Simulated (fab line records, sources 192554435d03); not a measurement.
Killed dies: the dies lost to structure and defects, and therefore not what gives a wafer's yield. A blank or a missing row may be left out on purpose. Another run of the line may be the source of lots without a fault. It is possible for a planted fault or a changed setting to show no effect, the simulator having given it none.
Chamber matching | flow n5_finfet | N5_BEOL_M2_CO_CAP_55 on cvd_co-01: 3 sister chambers
The step material Co, precursor CCTBA/H2, target thk 2 nm, time 102.1 s. 3 wafers are shown with their chamber, then 12 later ones without.

EACH WAFER AND ITS CHAMBER
wafer  | chamber | heater_power_w (W)
L092.3 | 0       | 222
L092.4 | 1       | 303
L092.5 | 2       | 216

WAFERS WITHOUT THEIR CHAMBER
wafer  | heater_power_w (W)
L093.1 | 304
L093.3 | 217
L093.5 | 219
L094.1 | 213
L094.2 | 303
L094.3 | 214
L094.4 | 214
L094.5 | 303
L094.6 | 223
L095.1 | 220
L095.5 | 215
L095.6 | 303

EACH ONE'S CHAMBER
wafer  | from the rows above     | in truth
L093.1 | 1                       | 1
L093.3 | 2                       | 2
L093.5 | can't be placed: 0 or 2 | 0
L094.1 | 2                       | 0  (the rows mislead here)
L094.2 | 1                       | 1
L094.3 | 2                       | 2
L094.4 | 2                       | 2
L094.5 | 1                       | 1
L094.6 | 0                       | 0
L095.1 | can't be placed: 0 or 2 | 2
L095.5 | 2                       | 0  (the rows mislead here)
L095.6 | 1                       | 1
Correctly placed: 8 of 12. From these rows, 2 cannot be placed; in 2 the true chamber is one of the candidates. Placed wrongly: 2.
How it was worked out, from the rows above alone: a wafer's distance from a chamber is the root of the sum, over the readings, of the square of ((its reading less the chamber's mean) divided by the reading's scatter). If the next closest chamber is less than 2 further off than the closest, the wafer can't be placed; otherwise it belongs to the closest. The mean given for a chamber averages the wafers shown for that chamber. The scatter: root of mean squared gap, hidden wafer to nearest shown wafer, with one shown wafer a chamber.
